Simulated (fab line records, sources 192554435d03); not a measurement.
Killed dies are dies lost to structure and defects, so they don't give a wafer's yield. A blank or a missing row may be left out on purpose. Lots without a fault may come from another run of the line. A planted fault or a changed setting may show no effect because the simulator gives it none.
One fault seen from 3 desks | flow n5_finfet | each desk has only its own numbers; what lay behind them comes last

THE DEFECT DESK
What the inspections along the route counted, lot by lot: means of the sampled wafers that have a number. A lot is out of limits, marked OUT, if its mean lies more than 4 standard deviations from the usual mean; the brackets give that distance.
Columns: A = raw_defect_count at N5_MOL_CONTACT_COAG_INSPECT_57, usual 208
lot  | first seen here | A
L243 | day 5 11:53     | 170
L246 | day 6 02:10     | 149
L248 | day 6 17:55     | 212
L253 | day 8 01:41     | 133
L256 | day 8 16:06     | 185
L262 | day 10 04:09    | 168
L263 | day 10 10:17    | 263
L264 | day 10 16:29    | 186
L265 | day 10 18:58    | 167
This desk's finding: nothing out of limits on any of the 9 lots.

THE TOOL OWNER'S DESK: ald_sin-03
The tool's own readings at N5_MOL_CONTACT_COAG_ALD_123 (deposits SiNx, target thk 5 nm, pulse time 1 s, purge time 2 s): means of the sampled wafers that have a number, for each lot that ran on this tool. A lot is out of limits, marked OUT, if its mean lies more than 4 standard deviations from the usual mean; the brackets give that distance.
Columns: A = heater_power_w at N5_MOL_CONTACT_COAG_ALD_123, usual 834 W; B = precursor_pulse_height_rel at N5_MOL_CONTACT_COAG_ALD_123, usual 1.000; C = susceptor_temp_C at N5_MOL_CONTACT_COAG_ALD_123, usual 400.03 C
lot  | first seen here | A   | B     | C
L243 | day 5 10:50     | 880 | 1.007 | 400.17
L248 | day 6 16:59     | 853 | 0.982 | 404.06 (+18) OUT
L253 | day 8 00:45     | 874 | 0.997 | 404.15 (+18) OUT
L263 | day 10 09:14    | 858 | 1.008 | 399.86
L264 | day 10 15:26    | 848 | 0.998 | 400.17
This desk's finding: out of limits on L248, L253; first on L248, day 6 16:59 (susceptor_temp_C at N5_MOL_CONTACT_COAG_ALD_123). In limits: L243, L263, L264.

THE METROLOGY DESK
What the gauges read, lot by lot, whatever tool the lot ran on: means of the sampled wafers that have a number. A lot is out of limits, marked OUT, if its mean lies more than 4 standard deviations from the usual mean; the brackets give that distance. Of its 10 readings 7 are shown: those that lie furthest out on some lot.
Columns: A = DIBL_N at N5_BEOL_M4_RC_MEAS_101, usual 35.9 mV/V; B = DIBL_P at N5_BEOL_M4_RC_MEAS_101, usual 35.8 mV/V; C = IOFF_N at N5_BEOL_M4_RC_MEAS_101, usual 0.15 nA/um; D = ION_P at N5_BEOL_M4_RC_MEAS_101, usual 462 uA/um; E = SS_P at N5_BEOL_M4_RC_MEAS_101, usual 73.2 mV/dec; F = VT_N at N5_BEOL_M4_RC_MEAS_101, usual 250 mV; G = VT_P at N5_BEOL_M4_RC_MEAS_101, usual -250 mV
lot  | first seen here | A    | B    | C    | D   | E    | F   | G
L243 | day 8 08:36     | 35.4 | 36.0 | 0.14 | 466 | 73.5 | 253 | -249
L248 | day 9 12:15     | 36.9 | 37.1 | 0.17 | 464 | 73.7 | 248 | -250
L246 | day 9 12:59     | 36.7 | 35.2 | 0.15 | 460 | 73.2 | 252 | -250
L253 | day 11 04:35    | 38.0 | 37.0 | 0.19 | 474 | 73.2 | 246 | -245
L256 | day 11 21:35    | 35.8 | 35.7 | 0.14 | 462 | 72.9 | 251 | -253
L262 | day 13 07:49    | 36.2 | 36.5 | 0.17 | 471 | 73.2 | 246 | -247
L264 | day 13 22:01    | 37.3 | 38.3 | 0.17 | 467 | 74.2 | 249 | -248
L263 | day 13 22:16    | 36.2 | 38.5 | 0.15 | 457 | 73.3 | 251 | -249
L265 | day 14 01:53    | 36.1 | 35.0 | 0.15 | 474 | 72.7 | 251 | -248
This desk's finding: nothing out of limits on any of the 9 lots.

PUT TOGETHER
The tool owner's desk could have raised an alarm at day 6 16:59, on L248, L253.
The defect desk saw nothing out of limits.
The metrology desk saw nothing out of limits.
The defect desk has L248, L253 on record, within its limits.
The metrology desk has L248, L253 on record, within its limits.
Of the lots named, all ran N5_MOL_CONTACT_COAG_ALD_123 on ald_sin-03.

WHAT THE SIMULATOR HAD PUT IN
Process parameter drift: ald_sin-03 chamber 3, from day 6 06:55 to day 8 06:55, at N5_MOL_CONTACT_COAG_ALD_123. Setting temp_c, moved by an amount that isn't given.
Lots struck among those shown: L248, L253.
Hours from the fault's start to each desk's first reading out of limits: the tool owner's desk, 10.
